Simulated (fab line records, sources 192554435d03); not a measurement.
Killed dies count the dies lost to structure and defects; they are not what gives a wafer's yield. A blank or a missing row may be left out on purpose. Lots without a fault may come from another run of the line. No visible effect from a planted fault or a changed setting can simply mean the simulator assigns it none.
What tool caused it? || flow n5 finfet || 72 wafers from 24 lots sampled at 6 of the route's 1938 steps

== WHAT EACH GAUGE READ, for each wafer ==
N5_BEOL_M5_OVL_MEAS_29.
{"lot": "L075", "measured": "day 8 05:56", "on": "overlay-01", "V4_OVL (nm)": "0.8 0.0 1.3"}
{"lot": "L074", "measured": "day 8 08:52", "on": "overlay-02", "V4_OVL (nm)": "-0.7 -0.9 -1.0"}
{"lot": "L077", "measured": "day 8 16:34", "on": "overlay-02", "V4_OVL (nm)": "0.8 0.1 1.0"}
{"lot": "L076", "measured": "day 8 16:23", "on": "overlay-01", "V4_OVL (nm)": "0.5 0.5 0.6"}
{"lot": "L078", "measured": "day 9 12:29", "on": "overlay-02", "V4_OVL (nm)": "1.0 1.2 0.2"}
{"lot": "L079", "measured": "day 9 15:07", "on": "overlay-02", "V4_OVL (nm)": "-1.1 -0.3 -1.0"}
{"lot": "L081", "measured": "day 9 21:52", "on": "overlay-02", "V4_OVL (nm)": "-0.8 0.3 0.2"}
{"lot": "L082", "measured": "day 10 05:44", "on": "overlay-02", "V4_OVL (nm)": "0.8 1.0 0.5"}
{"lot": "L080", "measured": "day 10 09:04", "on": "overlay-01", "V4_OVL (nm)": "2.3 0.0 0.5"}
{"lot": "L083", "measured": "day 10 19:33", "on": "overlay-01", "V4_OVL (nm)": "0.3 0.7 -0.4"}
{"lot": "L086", "measured": "day 11 02:43", "on": "overlay-01", "V4_OVL (nm)": "0.6 -0.1 0.2"}
{"lot": "L084", "measured": "day 11 05:09", "on": "overlay-02", "V4_OVL (nm)": "-0.4 1.1 -0.2"}
{"lot": "L085", "measured": "day 11 05:35", "on": "overlay-02", "V4_OVL (nm)": "0.8 0.4 0.8"}
{"lot": "L087", "measured": "day 11 11:11", "on": "overlay-02", "V4_OVL (nm)": "0.4 0.0 -0.2"}
{"lot": "L088", "measured": "day 11 14:56", "on": "overlay-01", "V4_OVL (nm)": "-0.2 0.1 0.5"}
{"lot": "L089", "measured": "day 12 01:14", "on": "overlay-01", "V4_OVL (nm)": "0.8 -1.1 0.3"}
{"lot": "L090", "measured": "day 12 03:32", "on": "overlay-01", "V4_OVL (nm)": "0.4 0.3 0.3"}
{"lot": "L092", "measured": "day 12 14:22", "on": "overlay-02", "V4_OVL (nm)": "1.2 -0.2 -0.8"}
{"lot": "L091", "measured": "day 13 02:13", "on": "overlay-01", "V4_OVL (nm)": "0.4 0.6 0.2"}
{"lot": "L093", "measured": "day 13 03:07", "on": "overlay-01", "V4_OVL (nm)": "0.6 0.5 0.7"}
{"lot": "L094", "measured": "day 13 06:22", "on": "overlay-01", "V4_OVL (nm)": "-0.1 -0.1 -0.5"}
{"lot": "L095", "measured": "day 13 16:04", "on": "overlay-02", "V4_OVL (nm)": "1.0 1.2 1.6"}
{"lot": "L096", "measured": "day 13 19:50", "on": "overlay-02", "V4_OVL (nm)": "0.8 0.4 0.3"}
{"lot": "L097", "measured": "day 14 16:04", "on": "overlay-01", "V4_OVL (nm)": "-0.6 0.3 0.1"}

N5_BEOL_M5_INSPECT_58: inspects for defects (darkfield).
{"lot": "L075", "measured": "day 8 15:35", "on": "defect inspect-01", "raw defect count": "53 61 67"}
{"lot": "L074", "measured": "day 8 18:23", "on": "defect inspect-02", "raw defect count": "60 36 28"}
{"lot": "L077", "measured": "day 9 00:31", "on": "defect inspect-02", "raw defect count": "108 90 110"}
{"lot": "L076", "measured": "day 9 00:20", "on": "defect inspect-01", "raw defect count": "42 63 52"}
{"lot": "L078", "measured": "day 9 21:02", "on": "defect inspect-01", "raw defect count": "56 47 85"}
{"lot": "L079", "measured": "day 9 23:52", "on": "defect inspect-01", "raw defect count": "76 53 53"}
{"lot": "L081", "measured": "day 10 07:44", "on": "defect inspect-02", "raw defect count": "59 43 39"}
{"lot": "L082", "measured": "day 10 14:07", "on": "defect inspect-01", "raw defect count": "43 79 79"}
{"lot": "L080", "measured": "day 10 17:35", "on": "defect inspect-02", "raw defect count": "63 42 56"}
{"lot": "L083", "measured": "day 11 04:41", "on": "defect inspect-02", "raw defect count": "54 48 64"}
{"lot": "L086", "measured": "day 11 10:26", "on": "defect inspect-01", "raw defect count": "84 65 69"}
{"lot": "L084", "measured": "day 11 12:34", "on": "defect inspect-02", "raw defect count": "48 69 135"}
{"lot": "L085", "measured": "day 11 13:29", "on": "defect inspect-02", "raw defect count": "78 51 67"}
{"lot": "L087", "measured": "day 11 19:11", "on": "defect inspect-02", "raw defect count": "76 54 75"}
{"lot": "L088", "measured": "day 11 22:42", "on": "defect inspect-02", "raw defect count": "67 63 81"}
{"lot": "L089", "measured": "day 12 09:58", "on": "defect inspect-02", "raw defect count": "44 72 95"}
{"lot": "L090", "measured": "day 12 12:19", "on": "defect inspect-02", "raw defect count": "59 47 95"}
{"lot": "L092", "measured": "day 12 22:16", "on": "defect inspect-01", "raw defect count": "60 100 44"}
{"lot": "L091", "measured": "day 13 09:43", "on": "defect inspect-02", "raw defect count": "87 65 47"}
{"lot": "L093", "measured": "day 13 10:50", "on": "defect inspect-01", "raw defect count": "68 85 57"}
{"lot": "L094", "measured": "day 13 14:20", "on": "defect inspect-02", "raw defect count": "72 115 49"}
{"lot": "L095", "measured": "day 14 00:10", "on": "defect inspect-01", "raw defect count": "91 131 155"}
{"lot": "L096", "measured": "day 14 03:16", "on": "defect inspect-02", "raw defect count": "40 62 70"}
{"lot": "L097", "measured": "day 14 23:43", "on": "defect inspect-01", "raw defect count": "107 80 93"}

N5_BEOL_M6_CD_MEAS_11: target cd 38.5 nm.
{"lot": "L075", "measured": "day 8 16:40", "on": "cd sem-03", "cd nm (nm)": "38.3 38.5 38.8"}
{"lot": "L074", "measured": "day 8 23:26", "on": "cd sem-03", "cd nm (nm)": "39.6 38.9 38.4"}
{"lot": "L077", "measured": "day 9 01:58", "on": "cd sem-03", "cd nm (nm)": "38.7 39.2 39.1"}
{"lot": "L076", "measured": "day 9 01:47", "on": "cd sem-02", "cd nm (nm)": "38.3 38.6 37.8"}
{"lot": "L078", "measured": "day 9 23:14", "on": "cd sem-01", "cd nm (nm)": "38.3 38.8 38.7"}
{"lot": "L079", "measured": "day 10 02:11", "on": "cd sem-03", "cd nm (nm)": "38.4 38.7 38.9"}
{"lot": "L081", "measured": "day 10 10:08", "on": "cd sem-01", "cd nm (nm)": "38.6 39.3 39.0"}
{"lot": "L082", "measured": "day 10 16:25", "on": "cd sem-02", "cd nm (nm)": "38.5 38.4 38.3"}
{"lot": "L080", "measured": "day 10 20:14", "on": "cd sem-01", "cd nm (nm)": "39.0 38.7 38.1"}
{"lot": "L083", "measured": "day 11 06:51", "on": "cd sem-03", "cd nm (nm)": "38.9 38.6 38.7"}
{"lot": "L086", "measured": "day 11 12:25", "on": "cd sem-03", "cd nm (nm)": "38.0 38.4 38.3"}
{"lot": "L084", "measured": "day 11 15:56", "on": "cd sem-02", "cd nm (nm)": "39.0 38.8 38.6"}
{"lot": "L085", "measured": "day 11 16:07", "on": "cd sem-01", "cd nm (nm)": "38.9 38.6 38.8"}
{"lot": "L087", "measured": "day 11 23:16", "on": "cd sem-02", "cd nm (nm)": "38.7 38.5 39.2"}
{"lot": "L088", "measured": "day 12 00:12", "on": "cd sem-02", "cd nm (nm)": "37.8 37.4 38.4"}
{"lot": "L089", "measured": "day 12 11:19", "on": "cd sem-01", "cd nm (nm)": "38.5 38.6 38.8"}
{"lot": "L090", "measured": "day 12 14:27", "on": "cd sem-01", "cd nm (nm)": "39.1 39.4 38.6"}
{"lot": "L092", "measured": "day 13 00:49", "on": "cd sem-01", "cd nm (nm)": "38.8 38.1 38.8"}
{"lot": "L091", "measured": "day 13 12:03", "on": "cd sem-01", "cd nm (nm)": "37.8 38.5 38.6"}
{"lot": "L093", "measured": "day 13 12:29", "on": "cd sem-01", "cd nm (nm)": "39.2 38.6 39.0"}
{"lot": "L094", "measured": "day 13 17:14", "on": "cd sem-01", "cd nm (nm)": "39.0 39.5 38.8"}
{"lot": "L095", "measured": "day 14 02:16", "on": "cd sem-01", "cd nm (nm)": "37.9 38.6 38.9"}
{"lot": "L096", "measured": "day 14 05:19", "on": "cd sem-03", "cd nm (nm)": "38.0 37.9 38.8"}
{"lot": "L097", "measured": "day 15 02:15", "on": "cd sem-03", "cd nm (nm)": "39.4 39.0 38.6"}

== WHAT TOOL EACH LOT RAN ON (gives the tool, then ch and the chambers of the sampled wafers, and finally the start) ==
{"lot": "L075", "N5_BEOL_M5_HM_OPEN_17": "rie metal-01 ch 0,1, day 8 03:32", "N5_BEOL_M5_CURE_80": "uv cure-03 ch 0, day 8 07:22", "N5_BEOL_M5_ANNEAL_82": "pvd sputter-03, day 8 11:16"}
{"lot": "L074", "N5_BEOL_M5_HM_OPEN_17": "rie metal-01 ch 0,1, day 8 08:02", "N5_BEOL_M5_CURE_80": "uv cure-02 ch 0, day 8 10:32", "N5_BEOL_M5_ANNEAL_82": "pvd sputter-02, day 8 14:07"}
{"lot": "L077", "N5_BEOL_M5_HM_OPEN_17": "rie metal-03 ch 0,1, day 8 15:07", "N5_BEOL_M5_CURE_80": "uv cure-03 ch 1, day 8 17:32", "N5_BEOL_M5_ANNEAL_82": "pvd sputter-01, day 8 20:16"}
{"lot": "L076", "N5_BEOL_M5_HM_OPEN_17": "rie metal-02 ch 0,1, day 8 15:21", "N5_BEOL_M5_CURE_80": "uv cure-03 ch 0, day 8 17:08", "N5_BEOL_M5_ANNEAL_82": "pvd sputter-03, day 8 20:05"}
{"lot": "L078", "N5_BEOL_M5_HM_OPEN_17": "rie metal-01 ch 0,1, day 9 10:53", "N5_BEOL_M5_CURE_80": "uv cure-01 ch 2, day 9 14:09", "N5_BEOL_M5_ANNEAL_82": "pvd sputter-01, day 9 16:44"}
{"lot": "L079", "N5_BEOL_M5_HM_OPEN_17": "rie metal-03 ch 0, day 9 14:06", "N5_BEOL_M5_CURE_80": "uv cure-01 ch 0, day 9 17:02", "N5_BEOL_M5_ANNEAL_82": "pvd sputter-03, day 9 19:34"}
{"lot": "L081", "N5_BEOL_M5_HM_OPEN_17": "rie metal-03 ch 0,1, day 9 21:02", "N5_BEOL_M5_CURE_80": "uv cure-01 ch 1, day 9 23:16", "N5_BEOL_M5_ANNEAL_82": "pvd sputter-03, day 10 03:26"}
{"lot": "L082", "N5_BEOL_M5_HM_OPEN_17": "rie metal-01 ch 0,1, day 10 02:55", "N5_BEOL_M5_CURE_80": "uv cure-02 ch 1, day 10 06:31", "N5_BEOL_M5_ANNEAL_82": "pvd sputter-03, day 10 08:52"}
{"lot": "L080", "N5_BEOL_M5_HM_OPEN_17": "rie metal-01 ch 0,1, day 10 06:48", "N5_BEOL_M5_CURE_80": "uv cure-02 ch 1, day 10 10:09", "N5_BEOL_M5_ANNEAL_82": "pvd sputter-03, day 10 13:18"}
{"lot": "L083", "N5_BEOL_M5_HM_OPEN_17": "rie metal-01 ch 1, day 10 18:18", "N5_BEOL_M5_CURE_80": "uv cure-02 ch 1, day 10 20:27", "N5_BEOL_M5_ANNEAL_82": "pvd sputter-02, day 11 00:23"}
{"lot": "L086", "N5_BEOL_M5_HM_OPEN_17": "rie metal-01 ch 1, day 11 00:17", "N5_BEOL_M5_CURE_80": "uv cure-01 ch 0, day 11 03:25", "N5_BEOL_M5_ANNEAL_82": "pvd sputter-02, day 11 06:10"}
{"lot": "L084", "N5_BEOL_M5_HM_OPEN_17": "rie metal-01 ch 1, day 11 04:22", "N5_BEOL_M5_CURE_80": "uv cure-03 ch 2, day 11 06:12", "N5_BEOL_M5_ANNEAL_82": "pvd sputter-01, day 11 08:18"}
{"lot": "L085", "N5_BEOL_M5_HM_OPEN_17": "rie metal-01 ch 1, day 11 04:37", "N5_BEOL_M5_CURE_80": "uv cure-01 ch 0, day 11 06:25", "N5_BEOL_M5_ANNEAL_82": "pvd sputter-03, day 11 09:13"}
{"lot": "L087", "N5_BEOL_M5_HM_OPEN_17": "rie metal-03 ch 0,1, day 11 07:11", "N5_BEOL_M5_CURE_80": "uv cure-01 ch 1, day 11 11:53", "N5_BEOL_M5_ANNEAL_82": "pvd sputter-01, day 11 14:27"}
{"lot": "L088", "N5_BEOL_M5_HM_OPEN_17": "rie metal-02 ch 0,1, day 11 12:41", "N5_BEOL_M5_CURE_80": "uv cure-03 ch 0, day 11 15:45", "N5_BEOL_M5_ANNEAL_82": "pvd sputter-03, day 11 18:26"}
{"lot": "L089", "N5_BEOL_M5_HM_OPEN_17": "rie metal-03 ch 0,1, day 12 00:22", "N5_BEOL_M5_CURE_80": "uv cure-01 ch 2, day 12 01:59", "N5_BEOL_M5_ANNEAL_82": "pvd sputter-02, day 12 05:02"}
{"lot": "L090", "N5_BEOL_M5_HM_OPEN_17": "rie metal-01 ch 0,1, day 12 02:49", "N5_BEOL_M5_CURE_80": "uv cure-01 ch 1, day 12 04:32", "N5_BEOL_M5_ANNEAL_82": "pvd sputter-03, day 12 07:07"}
{"lot": "L092", "N5_BEOL_M5_HM_OPEN_17": "rie metal-02 ch 0,1, day 12 10:24", "N5_BEOL_M5_CURE_80": "uv cure-02 ch 1, day 12 15:22", "N5_BEOL_M5_ANNEAL_82": "pvd sputter-02, day 12 17:35"}
{"lot": "L091", "N5_BEOL_M5_HM_OPEN_17": "rie metal-02 ch 0,1, day 13 00:55", "N5_BEOL_M5_CURE_80": "uv cure-01 ch 0, day 13 02:55", "N5_BEOL_M5_ANNEAL_82": "pvd sputter-02, day 13 05:20"}
{"lot": "L093", "N5_BEOL_M5_HM_OPEN_17": "rie metal-02 ch 0,1, day 13 01:59", "N5_BEOL_M5_CURE_80": "uv cure-01 ch 2, day 13 04:16", "N5_BEOL_M5_ANNEAL_82": "pvd sputter-03, day 13 06:34"}
{"lot": "L094", "N5_BEOL_M5_HM_OPEN_17": "rie metal-02 ch 0,1, day 13 04:37", "N5_BEOL_M5_CURE_80": "uv cure-03 ch 0, day 13 07:36", "N5_BEOL_M5_ANNEAL_82": "pvd sputter-01, day 13 09:55"}
{"lot": "L095", "N5_BEOL_M5_HM_OPEN_17": "rie metal-03 ch 0,1, day 13 15:32", "N5_BEOL_M5_CURE_80": "uv cure-02 ch 2, day 13 16:55", "N5_BEOL_M5_ANNEAL_82": "pvd sputter-02, day 13 19:10"}
{"lot": "L096", "N5_BEOL_M5_HM_OPEN_17": "rie metal-01 ch 0, day 13 18:40", "N5_BEOL_M5_CURE_80": "uv cure-01 ch 0, day 13 20:34", "N5_BEOL_M5_ANNEAL_82": "pvd sputter-01, day 13 23:00"}
{"lot": "L097", "N5_BEOL_M5_HM_OPEN_17": "rie metal-03 ch 0,1, day 14 13:19", "N5_BEOL_M5_CURE_80": "uv cure-01 ch 0, day 14 16:46", "N5_BEOL_M5_ANNEAL_82": "pvd sputter-02, day 14 19:24"}
- N5_BEOL_M5_HM_OPEN_17: chemistry Cl2/BCl3, target TiN, target depth 20 nm, overetch 6 nm.
- N5_BEOL_M5_CURE_80: cures SiCOH lowk, time 120 s.
- N5_BEOL_M5_ANNEAL_82: time 1800 s.

== AS READ BY THE TOOLS THEMSELVES (means over the sampled wafers that have a number; for cases with no such wafer, the mark the record gives instead) ==
N5_BEOL_M5_HM_OPEN_17.
{"lot": "L075", "tool": "rie metal-01", "drypump motor current A (A)": 5.8, "mfc cl2 sccm (sccm)": 53.20, "oes product au (a.u.)": 0.55, "throttle valve pct (%)": 22.48}
{"lot": "L074", "tool": "rie metal-01", "drypump motor current A (A)": 6.1, "mfc cl2 sccm (sccm)": 53.59, "oes product au (a.u.)": 0.56, "throttle valve pct (%)": 22.57}
{"lot": "L077", "tool": "rie metal-03", "drypump motor current A (A)": 5.5, "mfc cl2 sccm (sccm)": 53.32, "oes product au (a.u.)": 0.68, "throttle valve pct (%)": 22.18}
{"lot": "L076", "tool": "rie metal-02", "drypump motor current A (A)": 5.7, "mfc cl2 sccm (sccm)": 53.20, "oes product au (a.u.)": 0.55, "throttle valve pct (%)": 22.56}
{"lot": "L078", "tool": "rie metal-01", "drypump motor current A (A)": 5.8, "mfc cl2 sccm (sccm)": 53.28, "oes product au (a.u.)": 0.54, "throttle valve pct (%)": 22.48}
{"lot": "L079", "tool": "rie metal-03", "drypump motor current A (A)": 6.2, "mfc cl2 sccm (sccm)": 53.32, "oes product au (a.u.)": 0.71, "throttle valve pct (%)": 22.45}
{"lot": "L081", "tool": "rie metal-03", "drypump motor current A (A)": 5.5, "mfc cl2 sccm (sccm)": 53.33, "oes product au (a.u.)": 0.68, "throttle valve pct (%)": 22.18}
{"lot": "L082", "tool": "rie metal-01", "drypump motor current A (A)": 6.1, "mfc cl2 sccm (sccm)": 53.24, "oes product au (a.u.)": 0.55, "throttle valve pct (%)": 22.59}
{"lot": "L080", "tool": "rie metal-01", "drypump motor current A (A)": 5.8, "mfc cl2 sccm (sccm)": 53.41, "oes product au (a.u.)": 0.54, "throttle valve pct (%)": 22.49}
{"lot": "L083", "tool": "rie metal-01", "drypump motor current A (A)": 6.4, "mfc cl2 sccm (sccm)": 53.12, "oes product au (a.u.)": 0.56, "throttle valve pct (%)": 22.70}
{"lot": "L086", "tool": "rie metal-01", "drypump motor current A (A)": 6.4, "mfc cl2 sccm (sccm)": 53.20, "oes product au (a.u.)": 0.55, "throttle valve pct (%)": 22.70}
{"lot": "L084", "tool": "rie metal-01", "drypump motor current A (A)": 6.4, "mfc cl2 sccm (sccm)": 53.30, "oes product au (a.u.)": 0.55, "throttle valve pct (%)": 22.69}
{"lot": "L085", "tool": "rie metal-01", "drypump motor current A (A)": 6.4, "mfc cl2 sccm (sccm)": 53.35, "oes product au (a.u.)": 0.55, "throttle valve pct (%)": 22.70}
{"lot": "L087", "tool": "rie metal-03", "drypump motor current A (A)": 5.8, "mfc cl2 sccm (sccm)": 53.15, "oes product au (a.u.)": 0.69, "throttle valve pct (%)": 22.33}
{"lot": "L088", "tool": "rie metal-02", "drypump motor current A (A)": 5.7, "mfc cl2 sccm (sccm)": 53.24, "oes product au (a.u.)": 0.55, "throttle valve pct (%)": 22.56}
{"lot": "L089", "tool": "rie metal-03", "drypump motor current A (A)": 5.5, "mfc cl2 sccm (sccm)": 53.26, "oes product au (a.u.)": 0.66, "throttle valve pct (%)": 22.20}
{"lot": "L090", "tool": "rie metal-01", "drypump motor current A (A)": 5.8, "mfc cl2 sccm (sccm)": 53.21, "oes product au (a.u.)": 0.73, "throttle valve pct (%)": 22.44}
{"lot": "L092", "tool": "rie metal-02", "drypump motor current A (A)": 5.7, "mfc cl2 sccm (sccm)": 53.21, "oes product au (a.u.)": 0.73, "throttle valve pct (%)": 22.31}
{"lot": "L091", "tool": "rie metal-02", "drypump motor current A (A)": 5.7, "mfc cl2 sccm (sccm)": 53.24, "oes product au (a.u.)": 0.73, "throttle valve pct (%)": 22.31}
{"lot": "L093", "tool": "rie metal-02", "drypump motor current A (A)": 5.7, "mfc cl2 sccm (sccm)": 53.23, "oes product au (a.u.)": 0.73, "throttle valve pct (%)": 22.30}
{"lot": "L094", "tool": "rie metal-02", "drypump motor current A (A)": 5.7, "mfc cl2 sccm (sccm)": 53.24, "oes product au (a.u.)": 0.71, "throttle valve pct (%)": 22.32}
{"lot": "L095", "tool": "rie metal-03", "drypump motor current A (A)": 5.5, "mfc cl2 sccm (sccm)": 53.28, "oes product au (a.u.)": 0.66, "throttle valve pct (%)": 22.20}
{"lot": "L096", "tool": "rie metal-01", "drypump motor current A (A)": 5.6, "mfc cl2 sccm (sccm)": 53.18, "oes product au (a.u.)": 0.80, "throttle valve pct (%)": 22.29}
{"lot": "L097", "tool": "rie metal-03", "drypump motor current A (A)": 5.4, "mfc cl2 sccm (sccm)": 53.33, "oes product au (a.u.)": 0.66, "throttle valve pct (%)": 22.20}

N5_BEOL_M5_CURE_80.
{"lot": "L075", "tool": "uv cure-03", "lamp power pct (%)": 52.29, "wafer_temp_C_max": 371.4}
{"lot": "L074", "tool": "uv cure-02", "lamp power pct (%)": 52.35, "wafer_temp_C_max": 372.1}
{"lot": "L077", "tool": "uv cure-03", "lamp power pct (%)": 52.31, "wafer_temp_C_max": 371.6}
{"lot": "L076", "tool": "uv cure-03", "lamp power pct (%)": 52.27, "wafer_temp_C_max": 371.8}
{"lot": "L078", "tool": "uv cure-01", "lamp power pct (%)": 52.32, "wafer_temp_C_max": 372.3}
{"lot": "L079", "tool": "uv cure-01", "lamp power pct (%)": 52.31, "wafer_temp_C_max": 372.1}
{"lot": "L081", "tool": "uv cure-01", "lamp power pct (%)": 52.30, "wafer_temp_C_max": 371.7}
{"lot": "L082", "tool": "uv cure-02", "lamp power pct (%)": 52.36, "wafer_temp_C_max": 371.3}
{"lot": "L080", "tool": "uv cure-02", "lamp power pct (%)": 52.29, "wafer_temp_C_max": 371.0}
{"lot": "L083", "tool": "uv cure-02", "lamp power pct (%)": 52.37, "wafer_temp_C_max": 371.5}
{"lot": "L086", "tool": "uv cure-01", "lamp power pct (%)": 52.35, "wafer_temp_C_max": 371.6}
{"lot": "L084", "tool": "uv cure-03", "lamp power pct (%)": 52.27, "wafer_temp_C_max": 372.5}
{"lot": "L085", "tool": "uv cure-01", "lamp power pct (%)": 52.34, "wafer_temp_C_max": 371.7}
{"lot": "L087", "tool": "uv cure-01", "lamp power pct (%)": 52.36, "wafer_temp_C_max": 371.6}
{"lot": "L088", "tool": "uv cure-03", "lamp power pct (%)": 52.36, "wafer_temp_C_max": 371.8}
{"lot": "L089", "tool": "uv cure-01", "lamp power pct (%)": 52.33, "wafer_temp_C_max": 371.5}
{"lot": "L090", "tool": "uv cure-01", "lamp power pct (%)": 52.29, "wafer_temp_C_max": 371.8}
{"lot": "L092", "tool": "uv cure-02", "lamp power pct (%)": 52.28, "wafer_temp_C_max": 370.9}
{"lot": "L091", "tool": "uv cure-01", "lamp power pct (%)": 52.32, "wafer_temp_C_max": 371.5}
{"lot": "L093", "tool": "uv cure-01", "lamp power pct (%)": 52.27, "wafer_temp_C_max": 372.0}
{"lot": "L094", "tool": "uv cure-03", "lamp power pct (%)": 52.26, "wafer_temp_C_max": 371.8}
{"lot": "L095", "tool": "uv cure-02", "lamp power pct (%)": 52.36, "wafer_temp_C_max": 371.1}
{"lot": "L096", "tool": "uv cure-01", "lamp power pct (%)": 52.24, "wafer_temp_C_max": 371.6}
{"lot": "L097", "tool": "uv cure-01", "lamp power pct (%)": 52.33, "wafer_temp_C_max": 372.0}

N5_BEOL_M5_ANNEAL_82.
{"lot": "L075", "tool": "pvd sputter-03", "heater power w (W)": 829}
{"lot": "L074", "tool": "pvd sputter-02", "heater power w (W)": 909}
{"lot": "L077", "tool": "pvd sputter-01", "heater power w (W)": 756}
{"lot": "L076", "tool": "pvd sputter-03", "heater power w (W)": 892}
{"lot": "L078", "tool": "pvd sputter-01", "heater power w (W)": 726}
{"lot": "L079", "tool": "pvd sputter-03", "heater power w (W)": 901}
{"lot": "L081", "tool": "pvd sputter-03", "heater power w (W)": 986}
{"lot": "L082", "tool": "pvd sputter-03", "heater power w (W)": 870}
{"lot": "L080", "tool": "pvd sputter-03", "heater power w (W)": 1011}
{"lot": "L083", "tool": "pvd sputter-02", "heater power w (W)": 907}
{"lot": "L086", "tool": "pvd sputter-02", "heater power w (W)": 924}
{"lot": "L084", "tool": "pvd sputter-01", "heater power w (W)": 734}
{"lot": "L085", "tool": "pvd sputter-03", "heater power w (W)": 876}
{"lot": "L087", "tool": "pvd sputter-01", "heater power w (W)": 725}
{"lot": "L088", "tool": "pvd sputter-03", "heater power w (W)": 808}
{"lot": "L089", "tool": "pvd sputter-02", "heater power w (W)": 822}
{"lot": "L090", "tool": "pvd sputter-03", "heater power w (W)": 826}
{"lot": "L092", "tool": "pvd sputter-02", "heater power w (W)": 832}
{"lot": "L091", "tool": "pvd sputter-02", "heater power w (W)": 825}
{"lot": "L093", "tool": "pvd sputter-03", "heater power w (W)": 885}
{"lot": "L094", "tool": "pvd sputter-01", "heater power w (W)": 736}
{"lot": "L095", "tool": "pvd sputter-02", "heater power w (W)": 832}
{"lot": "L096", "tool": "pvd sputter-01", "heater power w (W)": 732}
{"lot": "L097", "tool": "pvd sputter-02", "heater power w (W)": 816}

== THE ANSWER, worked out from the rows above alone ==
Rule: the lots themselves supply what counts as usual. Put in order of their means at a reading, lots are off if they are a third of the lots or fewer, leave a main group of 4 or more, and stand apart from it by a gap of 3 or more times the standard deviation of the main group's means; of several such gaps the widest counts. A main group whose means are all the same, to the digits that the tables above print for the reading, isn't used. Also off: a lot with no number at a reading for which 4 or more lots have one. Any other lot the step has rows for is counted as sound. Order of review: gauges by route order, followed by the tools' own readings, for which a lot's mean as printed above is used. At the first step where some lot is off, the reading lying furthest off is the one used; lots without a number count as furthest.
None of the lots is off at any reading shown; this tells nothing.

== WHAT THE SIMULATOR HAD INSERTED ==
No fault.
